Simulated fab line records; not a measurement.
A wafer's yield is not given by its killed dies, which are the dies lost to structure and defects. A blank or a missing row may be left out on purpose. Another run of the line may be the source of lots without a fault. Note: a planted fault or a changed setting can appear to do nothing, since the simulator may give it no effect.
Which tool is to blame? | flow nand-harc | at 1 step of a route of 1159, 24 lots with 72 wafers sampled

WHAT THE GAUGES SHOWED, per wafer
NHARC_P_ZERO_WELL_CD_MEAS_11: target cd 500 nm. Usual: cd-nm reads 500.6 nm (standard deviation 1.7).
lot  | measured    | on        | cd-nm (nm)        | flag
L074 | day 1 13:07 | cd-sem-01 | 502.0 501.1 500.5 |
L075 | day 1 19:16 | cd-sem-03 | 502.6 499.0 498.9 |
L076 | day 2 01:23 | cd-sem-02 | 498.8 500.9 502.1 |
L077 | day 2 07:11 | cd-sem-03 | 500.9 500.1 499.0 |
L078 | day 2 13:11 | cd-sem-02 | 497.7 500.9 499.9 |
L079 | day 2 19:14 | cd-sem-03 | 500.4 501.7 502.4 |
L080 | day 3 01:16 | cd-sem-01 | 500.6 498.7 501.7 |
L081 | day 3 07:15 | cd-sem-03 | 501.2 503.7 502.5 |
L082 | day 3 13:41 | cd-sem-03 | 500.6 503.1 499.0 |
L083 | day 3 19:07 | cd-sem-03 | 498.8 500.6 501.7 |
L084 | day 4 01:07 | cd-sem-03 | 503.0 499.6 501.5 |
L085 | day 4 07:07 | cd-sem-03 | 500.2 501.6 503.3 |
L086 | day 4 13:15 | cd-sem-01 | 502.8 502.4 501.0 |
L087 | day 4 19:14 | cd-sem-01 | 501.9 501.0 499.6 |
L088 | day 5 01:15 | cd-sem-03 | 500.7 500.4 499.8 |
L089 | day 5 07:08 | cd-sem-03 | 503.2 500.9 503.4 |
L090 | day 5 13:14 | cd-sem-03 | 504.1 503.7 502.1 |
L091 | day 5 19:08 | cd-sem-03 | 499.0 497.9 497.5 |
L092 | day 6 01:16 | cd-sem-01 | 502.7 499.5 500.3 |
L093 | day 6 07:19 | cd-sem-02 | 501.7 500.4 500.8 |
L094 | day 6 13:14 | cd-sem-02 | 497.2 500.6 497.1 |
L095 | day 6 19:14 | cd-sem-01 | 499.3 499.8 497.6 |
L096 | day 7 01:14 | cd-sem-03 | 500.8 499.0 499.8 |
L097 | day 7 07:08 | cd-sem-01 | 500.5 497.8 500.9 |

TOOL THAT RAN EACH LOT (tool first, then ch and the chambers of the sampled wafers, then the start)
Record: no process step prior to these readings.

WHAT THE TOOLS THEMSELVES READ (means of the sampled wafers that have a number; where no wafer has one, the mark that the record gives instead)
The record holds no such reading with a usual standard deviation.

THE ANSWER, worked out from the rows above alone
Rule: a lot is off if the mean of its wafers that have a number lies more than 3 standard deviations from the usual mean. A lot without any number at a reading at which 4 lots or more have one is off too. All remaining lots with rows at the step are treated as sound. Order of review: gauges by route order, followed by the tools' own readings, for which a lot's mean as printed above is used. The first step at which some lot is off is used, and at that step the reading that is off furthest; a lot without a number counts as furthest.
None of the lots is off at any reading shown; this tells nothing.

WHAT THE SIMULATOR HAD PUT IN
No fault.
